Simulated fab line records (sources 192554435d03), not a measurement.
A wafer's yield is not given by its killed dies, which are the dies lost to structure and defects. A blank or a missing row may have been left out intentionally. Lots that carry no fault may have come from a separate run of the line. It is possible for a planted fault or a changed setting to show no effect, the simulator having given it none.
fab line records	flow n5_finfet
record: lots: 7	wafers: 21
route steps=1938 shown MOL_CONTACT_COAG@588 BEOL_M0_SAQP@633 BEOL_M0@726 BEOL_M1@833 BEOL_M2@867 BEOL_M3@931 BEOL_M4@1040
start_h: hours from the record's first day to the start of the lot's first wafer shown	wait_h: hours from the lot's prior step to this one	" the same as in the row above	L1.1+2: a row that stands for several wafers	- no value, or no start was given	* or withheld: withheld	< > ~ a bound
route shown NAME@n: NAME is a module with steps in the file, n the number in the route of the first one	usual: mean/standard deviation of fault-free wafers	same: alike in all rows	chamber/n: place in a boat	sites: each site's reading	_std_site: standard deviation across them	_edge_site: mean of outer sites minus mean of inner sites	radius_mm: how far each site lies from the wafer's centre	mask NAME#n: copy n	behind: the tool/chamber that last shaped the wafer	hold: cause of the lot's hold/its duration in hours/its outcome	device: whichever transistor did not switch (one of n, p or np)	end of line: the route-end tests of the same wafers	for a step that has no rows: nothing shown but its recipe	killed: dies that structure and defects cost at the first sort, which is not the same as the wafer's yield	map: a wafer's dies, x killed, . not, _ none there
set.NAME: the run value of the setting; set.NAME@STEP: its run value at that earlier step	model.NAME: the simulator's own value behind a step, which no gauge read
lots where settings were altered on purpose, with a table for each step and a row for each wafer
== steps ==
step: N5_MOL_CONTACT_COAG_ETCH_47
recipe: chemistry: CH3F/O2	target: SiNx	target_depth_a: 270	mask_material: SiO2	stop_on: W	over_etch_frac: 0.2	ion_energy_ev: 120	endpoint: OES-CN	pressure_mtorr: 30	source_w: 395	bias_w: 73	Ar_flow_sccm: 150	CH3F_flow_sccm: 30	O2_flow_sccm: 20	ends: end_point
usual: etch_rf_on_time_s: 31.2/0.41	rf_vpp_V: 297/3.2
lot.wafer	tool	chamber	start_h	wait_h	set.source_w	etch_rf_on_time_s	rf_vpp_V	model.etch.t_clear_s	model.etch.over_etch_s
L074.1	rie_diel-01	0	98.75	0.0	395	30.3	299	25.27	5.055
L074.2	"	1	"	"	395	31.0	295	25.82	5.164
L074.5	"	3	"	"	448.9	29.5	279	24.56	4.911
L075.1	rie_diel-01	2	103.27	0.0	395	31.3	292	26.09	5.218
L075.2	"	1	"	"	413	30.3	291	25.23	5.046
L075.3	"	3	"	"	413	30.5	291	25.4	5.08
L078.1	rie_diel-04	3	120.76	0.0	395	31.1	298	25.92	5.184
L078.4	"	0	"	"	395	30.9	297	25.76	5.152
L078.5	"	3	"	"	454.1	29.4	280	24.52	4.904
L083.3	rie_diel-04	3	151.89	0.0	395	30.9	299	25.77	5.153
L083.5	"	1	"	"	373.6	31.3	298	26.07	5.214
L083.6	"	2	"	"	373.6	31.8	301	26.55	5.309
L094.1	rie_diel-05	3	220.64	0.0	395	31.5	299	26.26	5.253
L094.2	"	1	"	"	395	31.8	296	26.5	5.3
L094.3	"	0	"	"	395	31.1	302	25.92	5.185
L096.2	rie_diel-05	3	230.30	0.0	395	31.8	299	26.53	5.307
L096.3	"	1	"	"	370.7	32.5	305	27.12	5.424
L096.4	"	0	"	"	370.7	32.1	310	26.71	5.342
L097.3	rie_diel-04	1	234.75	0.0	395	30.9	291	25.76	5.153
L097.4	"	3	"	"	395	30.7	297	25.62	5.125
L097.5	"	0	"	"	395	30.8	295	25.62	5.123
step: N5_BEOL_M0_SAQP_ILD_DEP_01
recipe: material: SiOC	target_thk_a: 454.19	temp_c: 350	precursor: DEMS/O2	pressure_torr: 5	rf_w: 500	time_s: 8.7
lot.wafer	tool	chamber	start_h	wait_h	set.time_s	model.SiOC_of_BEOL_M0_SAQP_ILD_DEP_01.thk_nm
L074.1	pecvd-02	2	104.80	0.0	9.317	48.6
L074.2	"	0	"	"	8.7	45.2
L074.5	"	0	"	"	8.7	45.6
L075.1	pecvd-02	0	109.35	0.0	8.7	45.2
L075.2	"	1	"	"	8.7	46
L075.3	"	2	"	"	7.548	39
L078.1	pecvd-04	1	127.38	0.0	9.321	48.6
L078.4	"	2	"	"	8.7	46
L078.5	"	0	"	"	8.7	46.2
L083.3	pecvd-02	1	157.69	0.0	8.7	45.2
L083.5	"	2	"	"	9.53	50.2
L083.6	"	0	"	"	8.7	45.6
L094.1+3	pecvd-04	2,1	226.74	0.0	8.7	45.6
L094.2	"	0	"	"	8.7	45.8
L096.2+4	pecvd-03	2	237.25	0.0	8.366	43
L096.3	"	0	"	"	8.7	44.8
L097.3	pecvd-03	1	240.98	0.0	7.722	39.8
L097.4	"	2	"	"	7.722	40.4
L097.5	"	1	"	"	8.7	45
step: N5_BEOL_M0_SAQP_COAT_08
recipe: resist: CAR-ArF	spin_rpm: 1500	resist_thk_nm: 90
lot.wafer	tool	chamber	start_h	wait_h	set.spin_rpm	model.CAR-ArF_of_BEOL_M0_SAQP_COAT_08.thk_nm
L074.1+5	litho_track-02	0	-	-	1500	90
L074.2	"	0	"	"	1500	89.8
L075.1	litho_track-02	0	-	-	1662	85.4
L075.2	"	0	"	"	1500	90
L075.3	"	0	"	"	1500	89.6
L078.1+4	litho_track-03	0	-	-	1500	90.2
L078.5	"	0	"	"	1500	89.8
L083.3	litho_track-03	0	-	-	1500	90.2
L083.5	"	0	"	"	1344	95
L083.6	"	0	"	"	1344	95.2
L094.1	litho_track-04	0	-	-	1500	89.8
L094.2+3	"	0	"	"	1500	90
L096.2+3+4	litho_track-02	0	-	-	1500	89.8
L097.3	litho_track-03	0	-	-	1500	89.6
L097.4	"	0	"	"	1571	87.8
L097.5	"	0	"	"	1500	89.8
step: N5_BEOL_M0_SAQP_EBR_10
recipe: solvent: PGMEA	ebr_width_mm: 1.5
step: N5_BEOL_M0_SAQP_SOFTBAKE_09
recipe: temp_c: 110	time_s: 60	resist: CAR-ArF
step: N5_BEOL_M0_SAQP_DESCUM_19
recipe: chemistry: O2	time_s: 7.9	source_power_w: 50	bias_power_w: 20	pressure_mtorr: 20	rf_frequency_hz: 2.712e+07	temp_c: 40	resist: CAR-ArF	o2_flow_sccm: 225
step: N5_BEOL_M0_SAQP_ETCH_83
recipe: chemistry: CF4	target: SiARC	target_depth_a: 390	mask_material: CAR-ArF	time_s: 65	ion_energy_ev: 80	pressure_mtorr: 40	source_w: 545	bias_w: 36	Ar_flow_sccm: 100	cf4_flow_sccm: 100	ends: cleared
lot.wafer	tool	chamber	start_h	wait_h	set.spin_rpm@BEOL_M0_SAQP_COAT_08	model.CAR-ArF_of_BEOL_M0_SAQP_COAT_08.thk_nm
L074.1+2+5	rie_diel-03	3,1,2	106.66	0.0	1500	55.4
L075.1	rie_diel-06	0	112.89	0.0	1662	50.8
L075.2	"	1	"	"	1500	55.6
L075.3	"	3	"	"	1500	55
L078.1	rie_diel-02	0	130.10	0.0	1500	55.6
L078.4	"	2	"	"	1500	55.8
L078.5	"	3	"	"	1500	55.2
L083.3	rie_diel-03	1	160.70	0.0	1500	55.8
L083.5	"	2	"	"	1344	60.6
L083.6	"	3	"	"	1344	60.8
L094.1+2	rie_diel-03	0,1	227.70	0.0	1500	55.4
L094.3	"	3	"	"	1500	55.6
L096.2+3	rie_diel-06	1,0	239.27	0.0	1500	55.4
L096.4	"	2	"	"	1500	55.6
L097.3	rie_diel-03	2	243.53	0.0	1500	55
L097.4	"	1	"	"	1571	53.4
L097.5	"	0	"	"	1500	55.4
step: N5_BEOL_M0_ETCH_109
recipe: chemistry: CH3F/O2	target_depth_a: 80	overetch_a: 24	target: SiCN	time_s: 27.4	ion_energy_ev: 120	pressure_mtorr: 30	source_w: 395	bias_w: 75	Ar_flow_sccm: 150	CH3F_flow_sccm: 30	O2_flow_sccm: 20
usual: rf_vpp_V: 297.3/1.5
lot.wafer	tool	chamber	start_h	wait_h	set.bias_w	rf_vpp_V
L074.1	rie_diel-04	2	113.63	0.0	64.91	271.2
L074.2	"	3	"	"	75	299.3
L074.5	"	2	"	"	64.91	275.0
L075.1	rie_diel-05	0	122.29	0.1	82.01	315.2
L075.2	"	2	"	"	75	299.4
L075.3	"	3	"	"	82.01	313.0
L078.1	rie_diel-01	0	140.59	0.2	65.42	270.8
L078.4	"	2	"	"	75	297.1
L078.5	"	2	"	"	65.42	271.4
L083.3	rie_diel-04	0	172.73	0.0	66.3	274.7
L083.5	"	3	"	"	75	300.0
L083.6	"	2	"	"	66.3	275.1
L094.1	rie_diel-05	0	238.22	0.0	75	298.3
L094.2	"	2	"	"	75	298.2
L094.3	"	3	"	"	75	294.3
L096.2	rie_diel-01	1	246.60	0.0	69.1	280.9
L096.3	"	0	"	"	75	294.7
L096.4	"	0	"	"	75	295.5
L097.3	rie_diel-04	3	251.61	0.0	75	298.8
L097.4	"	1	"	"	64.48	268.6
L097.5	"	2	"	"	75	298.3
step: N5_BEOL_M1_CMP_52
recipe: stop_on: SiOC	t_overpolish_s: 6.8	down_force_psi: 1	platen_rpm: 50	clearing_platen_down_force_psi: 1.5	clearing_platen_rpm: 50	post_cmp_clean: cu_alkaline	target_thk_nm: 40	clearing_platen_pad_velocity_m_s: 0.99484	pad_velocity_m_s: 0.99484
usual: barrier_field_endpoint_s: 24.7/0.55
lot.wafer	tool	chamber	start_h	wait_h	set.down_force_psi	barrier_field_endpoint_s
L075.3	cmp-04	0	140.13	0.2	1.18	20.5
L075.1	"	1	"	"	1	24.8
L075.2	"	3	"	"	1.18	21.1
L074.2	cmp-03	3	140.29	0.3	1	25.1
L074.1	"	0	"	"	1	24.9
L074.5	"	2	"	"	1	24.5
L078.1	cmp-02	0	156.09	0.3	1	25.3
L078.4	"	2	"	"	0.8374	30.2
L078.5	"	0	"	"	0.8374	30.4
L083.3	cmp-03	3	185.99	0.2	1	24.7
L083.5	"	2	"	"	1	24.4
L083.6	"	3	"	"	1	25.3
L094.2	cmp-02	1	251.66	0.3	1	24.5
L094.3	"	2	"	"	1	24.8
L094.1	"	3	"	"	1	25.4
L096.4	cmp-04	1	259.45	0.1	0.7938	31.1
L096.2	"	2	"	"	0.7938	30.3
L096.3	"	3	"	"	0.7938	30.6
L097.4	cmp-02	2	265.09	0.2	1.188	20.9
L097.3	"	3	"	"	1.188	20.5
L097.5	"	0	"	"	1	24.4
step: N5_BEOL_M2_COAT_67
recipe: resist: SOC	temp_c: 250	time_s: 60	spin_rpm: 1500	resist_thk_nm: 60
lot.wafer	tool	chamber	start_h	wait_h	set.spin_rpm	model.SOC_of_BEOL_M2_COAT_67.thk_nm
L075.1+3	litho_track-03	0	142.74	0.0	1500	60
L075.2	"	0	"	"	1500	60.2
L074.1	litho_track-03	0	142.97	0.0	1500	60
L074.2+5	"	0	"	"	1500	59.8
L078.1	litho_track-01	0	158.20	0.0	1432	61.2
L078.4	"	0	"	"	1500	60
L078.5	"	0	"	"	1432	61.4
L083.3+6	litho_track-01	0	188.31	0.0	1500	59.8
L083.5	"	0	"	"	1455	60.6
L094.1+3	litho_track-02	0	255.62	0.0	1500	60
L094.2	"	0	"	"	1500	59.8
L096.2+3	litho_track-02	0	263.39	0.0	1500	60
L096.4	"	0	"	"	1500	59.8
L097.3+4+5	litho_track-01	0	268.03	0.0	1500	59.8
step: N5_BEOL_M2_EXPOSE_25
recipe: mask_id: V1	na: 0.33	source_shape: quasar	sigma_inner: 0.2	sigma_outer: 0.8	polarization: unpolarized	defocus_nm: 5	dose_mj: 63
lot.wafer	tool	chamber	start_h	wait_h	mask	set.dose_mj
L075.1+3	euv_scanner-01	0	143.00	-	V1#0	63
L075.2	"	0	"	"	V1#0	65.45
L074.1	euv_scanner-02	0	143.23	-	V1#0	60.36
L074.2+5	"	0	"	"	V1#0	63
L078.1+5	euv_scanner-01	0	158.34	-	V1#0	66.35
L078.4	"	0	"	"	V1#0	63
L083.3	euv_scanner-02	0	188.46	-	V1#0	59.51
L083.5+6	"	0	"	"	V1#0	63
L094.1+2+3	euv_scanner-01	0	255.76	-	V1#0	63
L096.2+4	euv_scanner-01	0	263.67	-	V1#0	63
L096.3	"	0	"	"	V1#0	66.66
L097.3+4+5	euv_scanner-02	0	268.31	-	V1#0	63
step: N5_BEOL_M2_PEB_26
recipe: peb_temp_c: 100	peb_time_s: 60	resist: CAR-EUV
step: N5_BEOL_M2_DEVELOP_27
recipe: develop_time_s: 30	developer: TMAH	resist: CAR-EUV	rinse_liquid: surfactant_rinse	dry: air_spin	dev_temp_c: 23
step: N5_BEOL_M2_CD_MEAS_28
recipe: target_cd_nm: 26.2	landing_energy_ev: 500	detector: se_inlens	target_cd_y_nm: 24.1	polarity: opening
usual: cd_nm: 26.20/0.25
lot.wafer	tool	chamber	start_h	wait_h	set.dose_mj@BEOL_M2_EXPOSE_25	cd_nm
L075.1	cd_sem-03	0	143.14	-	63	26.06
L075.2	"	0	"	"	65.45	27.20
L075.3	"	0	"	"	63	26.17
L074.1	cd_sem-02	0	143.37	-	60.36	25.74
L074.2	"	0	"	"	63	26.44
L074.5	"	0	"	"	63	26.38
L078.1	cd_sem-02	0	158.48	-	66.35	27.16
L078.4	"	0	"	"	63	26.06
L078.5	"	0	"	"	66.35	27.10
L083.3	cd_sem-03	0	188.59	-	59.51	25.10
L083.5	"	0	"	"	63	26.34
L083.6	"	0	"	"	63	26.45
L094.1	cd_sem-01	0	255.90	-	63	26.32
L094.2	"	0	"	"	63	26.23
L094.3	"	0	"	"	63	25.91
L096.2	cd_sem-02	0	263.80	-	63	26.32
L096.3	"	0	"	"	66.66	27.09
L096.4	"	0	"	"	63	25.93
L097.3	cd_sem-03	0	268.44	-	63	25.75
L097.4	"	0	"	"	63	26.24
L097.5	"	0	"	"	63	25.64
step: N5_BEOL_M2_ALD_98
recipe: material: SiO2	target_thk_a: 25	temp_c: 100	ald_precursor_family: BDEAS	ald_co_reactant: O2-plasma	pulse_time_s: 1	co_reactant_pulse_time_s: 1	purge_time_s: 2	co_reactant_purge_time_s: 2	ald_cycles: 17	pressure_torr: 2
step: N5_BEOL_M2_ETCHBACK_99
recipe: chemistry: CHF3	target: SiO2	target_depth_a: 50	time_s: 10.4	source_w: 215	bias_w: 47	Ar_flow_sccm: 200	CHF3_flow_sccm: 12	ion_energy_ev: 100	pressure_mtorr: 30
step: N5_BEOL_M2_ETCH_70
recipe: chemistry: N2/H2	target: SOC	target_depth_a: 800	overetch_a: 240	mask_material: SiARC	temp_c: 40	time_s: 130	ion_energy_ev: 200	pressure_mtorr: 30	source_w: 840	bias_w: 150	n2_flow_sccm: 200	h2_flow_sccm: 200
lot.wafer	tool	chamber	start_h	wait_h	set.spin_rpm@BEOL_M2_COAT_67	model.etch.depth_nm
L075.1	rie_diel-04	0	143.94	0.0	1500	60.05
L075.2	"	2	"	"	1500	60.2
L075.3	"	1	"	"	1500	59.92
L074.1	rie_diel-05	1	144.15	0.0	1500	59.93
L074.2	"	3	"	"	1500	59.89
L074.5	"	2	"	"	1500	59.86
L078.1	rie_diel-01	0	170.52	0.0	1432	61.19
L078.4	"	3	"	"	1500	60.07
L078.5	"	1	"	"	1432	61.36
L083.3	rie_diel-01	2	195.62	0.0	1500	59.71
L083.5	"	3	"	"	1455	60.57
L083.6	"	2	"	"	1500	59.85
L094.1	rie_diel-01	0	263.15	0.0	1500	59.93
L094.2	"	3	"	"	1500	59.74
L094.3	"	1	"	"	1500	60.05
L096.2	rie_diel-01	0	272.11	0.0	1500	59.94
L096.3	"	2	"	"	1500	59.97
L096.4	"	1	"	"	1500	59.86
L097.3	rie_diel-01	3	276.92	0.0	1500	59.85
L097.4	"	1	"	"	1500	59.89
L097.5	"	0	"	"	1500	59.83
step: N5_BEOL_M2_STRIP_71
recipe: chemistry: N2/H2	temp_c: 40	n2_flow_sccm: 200	h2_flow_sccm: 200	rf_frequency_hz: 6e+07
step: N5_BEOL_M2_STRIP_78
recipe: chemistry: N2/H2	temp_c: 40	n2_flow_sccm: 200	h2_flow_sccm: 200	rf_frequency_hz: 6e+07
step: N5_BEOL_M2_VIA_ETCH_34
recipe: chemistry: C4F6/O2	target_depth_a: 694	mask_material: SOC	pressure_mtorr: 15	ion_energy_ev: 250	taper_deg: 4	time_s: 65.9	source_w: 350	bias_w: 170	Ar_flow_sccm: 300	C4F6_flow_sccm: 10	O2_flow_sccm: 10
lot.wafer	tool	chamber	start_h	wait_h	set.spin_rpm@BEOL_M2_COAT_67	model.SOC_of_BEOL_M2_COAT_67.thk_nm
L075.1	rie_diel-04	0	144.05	0.0	1500	51.8
L075.2	"	2	"	"	1500	52
L075.3	"	1	"	"	1500	51.6
L074.1+2+5	rie_diel-05	1,3,2	144.25	0.0	1500	51.8
L078.1	rie_diel-01	0	170.63	0.0	1432	53
L078.4	"	3	"	"	1500	51.8
L078.5	"	1	"	"	1432	53.2
L083.3+6	rie_diel-01	2	195.72	0.0	1500	51.8
L083.5	"	3	"	"	1455	52.2
L094.1+3	rie_diel-01	0,1	263.26	0.0	1500	51.8
L094.2	"	3	"	"	1500	51.4
L096.2+3+4	rie_diel-01	0,2,1	272.22	0.0	1500	51.8
L097.3+5	rie_diel-01	3,0	277.02	0.0	1500	51.6
L097.4	"	1	"	"	1500	51.8
step: N5_BEOL_M3_ILD_DEP_00
recipe: material: SiOC	target_thk_a: 790	temp_c: 350	precursor: DEMS/O2	pressure_torr: 5	rf_w: 500	time_s: 15.3
lot.wafer	tool	chamber	start_h	wait_h	set.time_s	model.SiOC_of_BEOL_M3_ILD_DEP_00.thk_nm
L075.1	pecvd-03	0	148.57	0.0	13.22	67
L075.2	"	2	"	"	13.22	68.2
L075.3	"	1	"	"	13.22	68
L074.1	pecvd-04	0	148.82	0.0	15.3	78.8
L074.2	"	2	"	"	15.3	77.6
L074.5	"	2	"	"	16.59	84.8
L078.1	pecvd-03	0	175.61	0.0	15.3	78.8
L078.4	"	1	"	"	15.3	79.2
L078.5	"	0	"	"	15.3	79
L083.3	pecvd-02	2	200.48	0.0	16.02	82.2
L083.5	"	1	"	"	16.02	83.4
L083.6	"	2	"	"	15.3	78.8
L094.1	pecvd-02	0	267.79	0.0	15.3	78.8
L094.2	"	1	"	"	15.3	79.4
L094.3	"	2	"	"	15.3	78.2
L096.2	pecvd-04	2	276.95	0.0	15.3	78.2
L096.3	"	0	"	"	15.3	79.2
L096.4	"	1	"	"	15.3	80
L097.3	pecvd-02	2	282.65	0.0	15.3	78.4
L097.4	"	2	"	"	15.3	78.8
L097.5	"	0	"	"	17.25	89.6
step: N5_BEOL_M3_THK_MEAS_01
recipe: reads: SiOC_of_BEOL_M3_ILD_DEP_00
usual: M3_ILD_THK: 79.0/0.94
lot.wafer	tool	chamber	start_h	wait_h	set.time_s@BEOL_M3_ILD_DEP_00	M3_ILD_THK[nm]
L075.1	film_metro-02	-	148.63	0.0	13.22	67.1
L075.2	"	-	"	"	13.22	68.1
L075.3	"	-	"	"	13.22	68.1
L074.1	film_metro-01	-	148.89	0.0	15.3	78.7
L074.2	"	-	"	"	15.3	77.6
L074.5	"	-	"	"	16.59	84.8
L078.1	film_metro-01	-	175.68	0.0	15.3	78.8
L078.4	"	-	"	"	15.3	79.1
L078.5	"	-	"	"	15.3	79.1
L083.3	film_metro-02	-	200.55	0.1	16.02	82.1
L083.5	"	-	"	"	16.02	83.4
L083.6	"	-	"	"	15.3	78.9
L094.1	film_metro-01	-	267.86	0.0	15.3	78.8
L094.2	"	-	"	"	15.3	79.4
L094.3	"	-	"	"	15.3	78.1
L096.2	film_metro-01	-	277.02	0.1	15.3	78.2
L096.3	"	-	"	"	15.3	79.2
L096.4	"	-	"	"	15.3	80.0
L097.3	film_metro-02	-	282.72	0.1	15.3	78.3
L097.4	"	-	"	"	15.3	78.8
L097.5	"	-	"	"	17.25	89.6
step: N5_BEOL_M4_ETCH_64
recipe: chemistry: N2/H2	target: SOC	target_depth_a: 750	overetch_a: 225	mask_material: SiARC	temp_c: 40	time_s: 121.9	ion_energy_ev: 200	pressure_mtorr: 30	source_w: 840	bias_w: 150	n2_flow_sccm: 200	h2_flow_sccm: 200
lot.wafer	tool	chamber	start_h	wait_h	set.time_s	model.SiARC_of_BEOL_M4_COAT_62.thk_nm
L075.1	rie_diel-04	0	160.22	0.0	121.9	6.2
L075.2	"	3	"	"	97.86	7.4
L075.3	"	2	"	"	97.86	7.6
L074.1	rie_diel-05	0	164.07	0.0	121.9	6.2
L074.2+5	"	3,1	"	"	121.9	6.4
L078.1	rie_diel-01	2	189.00	0.0	121.9	6.4
L078.4	"	0	"	"	111.1	6.8
L078.5	"	2	"	"	111.1	7
L083.3	rie_diel-05	0	226.76	0.0	121.9	6.2
L083.5+6	"	2,1	"	"	121.9	6.4
L094.1+2+3	rie_diel-04	0,1,2	281.34	0.0	121.9	6.4
L096.2+3	rie_diel-05	2,3	293.60	0.0	101.6	7.2
L096.4	"	1	"	"	121.9	6.4
L097.3	rie_diel-04	3	304.31	0.0	121.9	6.4
L097.4+5	"	2,3	"	"	129.5	6
== key ==
split: step: N5_MOL_CONTACT_COAG_ETCH_47	setting: source_w	stated: 395	by: wafer
response: step: N5_MOL_CONTACT_COAG_ETCH_47	reading: etch_rf_on_time_s	change: *	per: 1%	r: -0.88
response: step: N5_MOL_CONTACT_COAG_ETCH_47	reading: rf_vpp_V	change: -1.12	per: 1%	r: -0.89
response: step: N5_MOL_CONTACT_COAG_ETCH_47	reading: model.etch.t_clear_s	change: -0.0845	per: 1%	r: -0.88
response: step: N5_MOL_CONTACT_COAG_ETCH_47	reading: model.etch.over_etch_s	change: -0.0169	per: 1%	r: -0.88
split: step: N5_BEOL_M0_SAQP_ILD_DEP_01	setting: time_s	stated: 8.7	by: wafer
response: step: N5_BEOL_M0_SAQP_ILD_DEP_01	reading: model.SiOC_of_BEOL_M0_SAQP_ILD_DEP_01.thk_nm	change: +0.463	per: 1%	r: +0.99
split: step: N5_BEOL_M0_SAQP_COAT_08	setting: spin_rpm	stated: 1500	by: wafer
response: step: N5_BEOL_M0_SAQP_COAT_08	reading: model.CAR-ArF_of_BEOL_M0_SAQP_COAT_08.thk_nm	change: -0.435	per: 1%	r: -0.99
response: step: N5_BEOL_M0_SAQP_ETCH_83	reading: model.CAR-ArF_of_BEOL_M0_SAQP_COAT_08.thk_nm	change: -0.437	per: 1%	r: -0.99
split: step: N5_BEOL_M0_ETCH_109	setting: bias_w	stated: 75	by: wafer
response: step: N5_BEOL_M0_ETCH_109	reading: rf_vpp_V	change: +1.99	per: 1%	r: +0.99
split: step: N5_BEOL_M1_CMP_52	setting: down_force_psi	stated: 1	by: wafer
response: step: N5_BEOL_M1_CMP_52	reading: barrier_field_endpoint_s	change: -0.237	per: 1%	r: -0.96
split: step: N5_BEOL_M2_COAT_67	setting: spin_rpm	stated: 1500	by: wafer
response: step: N5_BEOL_M2_COAT_67	reading: model.SOC_of_BEOL_M2_COAT_67.thk_nm	change: -0.281	per: 1%	r: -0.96
response: step: N5_BEOL_M2_ETCH_70	reading: model.etch.depth_nm	change: -0.265	per: 1%	r: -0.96
response: step: N5_BEOL_M2_VIA_ETCH_34	reading: model.SOC_of_BEOL_M2_COAT_67.thk_nm	change: -0.24	per: 1%	r: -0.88
split: step: N5_BEOL_M2_EXPOSE_25	setting: dose_mj	stated: 63	by: wafer
response: step: N5_BEOL_M2_CD_MEAS_28	reading: cd_nm	change: +0.203	per: 1%	r: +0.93
split: step: N5_BEOL_M3_ILD_DEP_00	setting: time_s	stated: 15.3	by: wafer
response: step: N5_BEOL_M3_ILD_DEP_00	reading: model.SiOC_of_BEOL_M3_ILD_DEP_00.thk_nm	change: +0.84	per: 1%	r: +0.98
response: step: N5_BEOL_M3_THK_MEAS_01	reading: M3_ILD_THK	change: +0.839	per: 1%	r: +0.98
split: step: N5_BEOL_M4_ETCH_64	setting: time_s	stated: 121.9	by: wafer
response: step: N5_BEOL_M4_ETCH_64	reading: model.SiARC_of_BEOL_M4_COAT_62.thk_nm	change: -0.0586	per: 1%	r: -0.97
